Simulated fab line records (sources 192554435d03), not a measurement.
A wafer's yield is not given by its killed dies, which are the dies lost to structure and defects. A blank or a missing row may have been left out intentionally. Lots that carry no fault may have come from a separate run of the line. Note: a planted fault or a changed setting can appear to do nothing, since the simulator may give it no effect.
Matching of chambers :: flow n5-finfet :: N5_MOL_CONTACT_COAG_DESCUM_88 on rie-diel-05 has 4 sister chambers
The step chemistry O2, time 7 s. 4 wafers are shown with their chamber, then 9 later ones without.

## WAFERS, EACH WITH ITS CHAMBER
wafer: L084.2
chamber: 1
showerhead-plenum-p-Torr (Torr): 2.19

wafer: L089.1
chamber: 3
showerhead-plenum-p-Torr (Torr): 2.23

wafer: L089.2
chamber: 2
showerhead-plenum-p-Torr (Torr): 2.03

wafer: L089.3
chamber: 0
showerhead-plenum-p-Torr (Torr): 2.14

## WAFERS WITHOUT THEIR CHAMBER
wafer: L090.1
showerhead-plenum-p-Torr (Torr): 2.23

wafer: L090.2
showerhead-plenum-p-Torr (Torr): 2.14

wafer: L090.3
showerhead-plenum-p-Torr (Torr): 2.03

wafer: L091.1
showerhead-plenum-p-Torr (Torr): 2.14

wafer: L091.5
showerhead-plenum-p-Torr (Torr): 2.14

wafer: L091.6
showerhead-plenum-p-Torr (Torr): 2.23

wafer: L092.3
showerhead-plenum-p-Torr (Torr): 2.03

wafer: L092.4
showerhead-plenum-p-Torr (Torr): 2.23

wafer: L092.5
showerhead-plenum-p-Torr (Torr): 2.18

## EACH ONE'S CHAMBER
wafer: L090.1
from the rows above: 3
in truth: 3

wafer: L090.2
from the rows above: 0
in truth: 0

wafer: L090.3
from the rows above: 2
in truth: 2

wafer: L091.1
from the rows above: 0
in truth: 0

wafer: L091.5
from the rows above: 0
in truth: 0

wafer: L091.6
from the rows above: 3
in truth: 3

wafer: L092.3
from the rows above: 2
in truth: 2

wafer: L092.4
from the rows above: 3
in truth: 3

wafer: L092.5
from the rows above: 1
in truth: 1
9 of 9 placed correctly. Number that these rows cannot place: 0. Placed wrongly: 0.
How it was worked out, from the rows above alone: a wafer's distance from a chamber is the root of the sum, over the readings, of the square of ((its reading less the chamber's mean) divided by the reading's scatter). The wafer belongs to the nearest chamber; if the next one is less than 2 further off, it can't be placed. Each chamber's mean is taken over the wafers shown for it. The scatter (one wafer shown for each chamber): square how far every hidden wafer sits from the nearest shown wafer, average those squares and take the square root.
